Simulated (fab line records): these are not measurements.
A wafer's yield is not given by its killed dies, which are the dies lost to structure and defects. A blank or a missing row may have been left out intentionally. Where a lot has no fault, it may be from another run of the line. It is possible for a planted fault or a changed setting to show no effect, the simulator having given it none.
What tool caused it? / flow n5Finfet / 12 lots with 36 wafers sampled at 4 steps, on a route of 1938 steps

## WHAT THE GAUGES READ, wafer by wafer
N5_BEOL_M4_CD_MEAS_18: pitch 36 nm, target cd 18 nm.
lot=L075; measured=day 7 21:08; on=cdSem-03; cdNm (nm)=18.2 18.2 18.7
lot=L077; measured=day 8 10:47; on=cdSem-01; cdNm (nm)=18.2 18.4 18.5
lot=L080; measured=day 9 00:35; on=cdSem-01; cdNm (nm)=17.8 18.2 17.9
lot=L081; measured=day 9 11:15; on=cdSem-01; cdNm (nm)=17.5 17.7 17.8
lot=L084; measured=day 9 16:49; on=cdSem-03; cdNm (nm)=18.3 18.0 18.4
lot=L085; measured=day 10 02:46; on=cdSem-01; cdNm (nm)=18.3 18.3 18.5
lot=L088; measured=day 10 22:41; on=cdSem-03; cdNm (nm)=18.3 18.1 18.2
lot=L089; measured=day 11 11:58; on=cdSem-02; cdNm (nm)=18.3 18.1 18.0
lot=L092; measured=day 11 15:22; on=cdSem-02; cdNm (nm)=18.1 18.3 17.7
lot=L093; measured=day 12 02:28; on=cdSem-02; cdNm (nm)=18.2 18.2 18.2
lot=L095; measured=day 13 04:01; on=cdSem-01; cdNm (nm)=17.3 18.3 17.7
lot=L097; measured=day 13 10:17; on=cdSem-01; cdNm (nm)=18.1 18.1 17.8

## TOOL THAT RAN EACH LOT (tool first, then ch and the chambers of the sampled wafers, then the start)
lot=L075; N5_BEOL_M3_STRIP_36=rieDiel-02 ch 0,1,3, day 7 14:51; N5_BEOL_M3_ETCH_41=rieDiel-02 ch 0,1,3, day 7 17:08 or earlier; N5_BEOL_M3_ANNEAL_89=pvdSputter-03, day 7 17:08
lot=L077; N5_BEOL_M3_STRIP_36=rieDiel-05 ch 0,2,3, day 8 03:43; N5_BEOL_M3_ETCH_41=rieDiel-05 ch 0,2,3, day 8 05:50 or earlier; N5_BEOL_M3_ANNEAL_89=pvdSputter-02, day 8 05:50
lot=L080; N5_BEOL_M3_STRIP_36=rieDiel-02 ch 0,2,3, day 8 18:17; N5_BEOL_M3_ETCH_41=rieDiel-02 ch 0,2,3, day 8 21:01 or earlier; N5_BEOL_M3_ANNEAL_89=pvdSputter-03, day 8 21:01
lot=L081; N5_BEOL_M3_STRIP_36=rieDiel-02 ch 0,1, day 9 04:09; N5_BEOL_M3_ETCH_41=rieDiel-02 ch 0,1, day 9 07:00 or earlier; N5_BEOL_M3_ANNEAL_89=pvdSputter-02, day 9 07:00
lot=L084; N5_BEOL_M3_STRIP_36=rieDiel-01 ch 1,2,3, day 9 09:38; N5_BEOL_M3_ETCH_41=rieDiel-01 ch 1,2,3, day 9 12:13 or earlier; N5_BEOL_M3_ANNEAL_89=pvdSputter-01, day 9 12:13
lot=L085; N5_BEOL_M3_STRIP_36=rieDiel-01 ch 1,2,3, day 9 18:49; N5_BEOL_M3_ETCH_41=rieDiel-01 ch 1,2,3, day 9 21:58 or earlier; N5_BEOL_M3_ANNEAL_89=pvdSputter-01, day 9 21:58
lot=L088; N5_BEOL_M3_STRIP_36=rieDiel-01 ch 0,2,3, day 10 15:51; N5_BEOL_M3_ETCH_41=rieDiel-01 ch 0,2,3, day 10 17:56 or earlier; N5_BEOL_M3_ANNEAL_89=pvdSputter-03, day 10 17:56
lot=L089; N5_BEOL_M3_STRIP_36=rieDiel-01 ch 0,3, day 11 00:50; N5_BEOL_M3_ETCH_41=rieDiel-01 ch 0,3, day 11 07:59 or earlier; N5_BEOL_M3_ANNEAL_89=pvdSputter-02, day 11 07:59
lot=L092; N5_BEOL_M3_STRIP_36=rieDiel-02 ch 1,2,3, day 11 08:50; N5_BEOL_M3_ETCH_41=rieDiel-02 ch 1,2,3, day 11 11:25 or earlier; N5_BEOL_M3_ANNEAL_89=pvdSputter-03, day 11 11:25
lot=L093; N5_BEOL_M3_STRIP_36=rieDiel-02 ch 0,1,2, day 11 18:14; N5_BEOL_M3_ETCH_41=rieDiel-02 ch 0,1,2, day 11 21:28 or earlier; N5_BEOL_M3_ANNEAL_89=pvdSputter-03, day 11 21:28
lot=L095; N5_BEOL_M3_STRIP_36=rieDiel-02 ch 0,2,3, day 12 20:49; N5_BEOL_M3_ETCH_41=rieDiel-02 ch 0,2,3, day 12 23:10 or earlier; N5_BEOL_M3_ANNEAL_89=pvdSputter-03, day 12 23:10
lot=L097; N5_BEOL_M3_STRIP_36=rieDiel-05 ch 0,2, day 13 02:46; N5_BEOL_M3_ETCH_41=rieDiel-05 ch 0,2, day 13 06:47 or earlier; N5_BEOL_M3_ANNEAL_89=pvdSputter-01, day 13 06:47
- N5_BEOL_M3_STRIP_36: strips in N2/H2.
- N5_BEOL_M3_ETCH_41: etches SiCN in CH3F/O2, target depth 29.9 nm, time 52.5 s.
- N5_BEOL_M3_ANNEAL_89: time 240 s.

## THE ANSWER, worked out from the rows above alone
Rule: the lots themselves supply what counts as usual. The widest of any qualifying gaps counts: lots, ordered by their means at a reading, are off when they make up no more than a third of the lots, leave a main group of 4 or more, and stand apart from it by 3 or more times the standard deviation of that group's means. Not used: any main group whose means are identical at the precision the tables above print for the reading. A lot without any number at a reading at which 4 lots or more have one is off too. Any other lot the step has rows for is counted as sound.
No lot is off on any of the readings shown, so nothing can be concluded from this.

## WHAT THE SIMULATOR PUT IN
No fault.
